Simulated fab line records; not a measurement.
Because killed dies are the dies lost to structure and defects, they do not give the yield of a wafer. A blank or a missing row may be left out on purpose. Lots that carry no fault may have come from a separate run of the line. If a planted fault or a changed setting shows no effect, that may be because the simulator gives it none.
Matching of chambers -- flow nand harc -- 4 sister chambers for NHARC_A_CONTACT_ALD_18 on ald metal-02
The step deposits TiN, target thk 3 nm, pulse time 1 s, ald cycles 150. 24 wafers are shown with their chamber, then 12 later ones without.

## WAFERS, EACH WITH ITS CHAMBER
wafer,chamber,heater power w (W),precursor pulse height rel
L078.2,0,1044,0.980
L078.5,2,949,1.017
L078.6,1,1293,1.006
L077.1,1,1308,0.989
L077.3,2,907,0.987
L077.5,3,870,1.016
L079.1,3,869,1.015
L079.2,1,1282,0.995
L079.6,0,1035,0.965
L081.3,3,878,1.018
L081.4,2,920,0.988
L081.6,0,1054,0.999
L082.1,0,1045,0.966
L082.4,3,855,1.019
L082.5,1,1312,0.968
L084.1,2,924,1.059
L084.4,3,885,1.012
L084.5,0,1033,1.031
L088.1,0,1036,0.984
L088.2,1,1296,0.984
L088.3,2,958,0.986
L088.4,3,890,1.030
L088.5,2,921,1.015
L088.6,1,1277,1.006

SIGNATURES, as means of the wafers listed above
reading,chamber 0,chamber 1,chamber 2,chamber 3,scatter within a chamber
heater power w,1041.17,1294.67,929.83,874.50,14.1
precursor pulse height rel,0.98750,0.99133,1.00867,1.01833,0.0204
Rule: for a wafer and a chamber, the distance is found by dividing, reading by reading, the gap between the wafer's reading and the chamber's mean by the reading's scatter, squaring, summing and taking the root. The wafer belongs to the nearest chamber; if the next one is less than 2 further off, it can't be placed. The scatter: take each reading less its chamber's mean, square it, sum over the shown wafers, divide by the number of wafers less the number of chambers, and take the root.

## WAFERS WITH NO CHAMBER GIVEN
wafer,heater power w (W),precursor pulse height rel
L085.4,867,1.019
L085.5,883,0.992
L085.6,1038,0.985
L093.1,1274,0.991
L093.2,941,1.002
L093.3,1033,0.997
L095.2,1043,0.987
L095.4,1300,1.027
L095.6,930,1.022
L089.1,861,1.017
L089.3,1035,1.017
L089.6,996,1.030

## CHAMBER TAKEN BY EACH
wafer,from the rows above,in truth
L085.4,3,3
L085.5,3,3
L085.6,0,0
L093.1,1,1
L093.2,2,2
L093.3,0,0
L095.2,0,0
L095.4,1,1
L095.6,2,2
L089.1,3,3
L089.3,0,0
L089.6,can't be placed: 0 or 2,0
Correctly placed: 11 of 12. These rows do not allow placing 1 (true chamber among the candidates in 1). Placed wrongly: 0.
